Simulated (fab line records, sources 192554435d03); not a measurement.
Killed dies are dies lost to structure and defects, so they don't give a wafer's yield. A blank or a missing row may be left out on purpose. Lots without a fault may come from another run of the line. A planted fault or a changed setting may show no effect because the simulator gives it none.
Chamber matching | flow n5_finfet | N5_BEOL_M5_DESCUM_33 on rie_diel-06: 4 sister chambers
The step chemistry O2, time 7 s. 4 wafers are shown with their chamber, then 7 later ones without.

WAFERS WITH THEIR CHAMBER
wafer  | chamber | drypump_motor_current_A (A)
L081.5 | 0       | 5.2
L086.2 | 3       | 5.4
L087.1 | 1       | 5.6
L087.4 | 2       | 6.5

WAFERS WITHOUT THEIR CHAMBER
wafer  | drypump_motor_current_A (A)
L087.6 | 5.5
L093.3 | 6.4
L093.4 | 5.2
L093.5 | 5.6
L096.2 | 5.5
L096.3 | 6.5
L096.6 | 5.4

WHICH CHAMBER EACH WENT THROUGH
wafer  | from the rows above     | in truth
L087.6 | can't be placed: 1 or 3 | 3
L093.3 | 2                       | 2
L093.4 | 0                       | 0
L093.5 | 1                       | 1
L096.2 | can't be placed: 1 or 3 | 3
L096.3 | 2                       | 2
L096.6 | 3                       | 3
Placed correctly: 5 of 7. Can't be placed from these rows: 2 (the true chamber is among the candidates in 2). Placed wrongly: 0.
How it was worked out, from the rows above alone: a wafer's distance from a chamber is the root of the sum, over the readings, of the square of ((its reading less the chamber's mean) divided by the reading's scatter). The wafer belongs to the nearest chamber; if the next one is less than 2 further off, it can't be placed. A chamber's mean is the mean of its shown wafers. The scatter: with one shown wafer a chamber, the root of the mean of the squares of how far each hidden wafer lies from its nearest shown one.
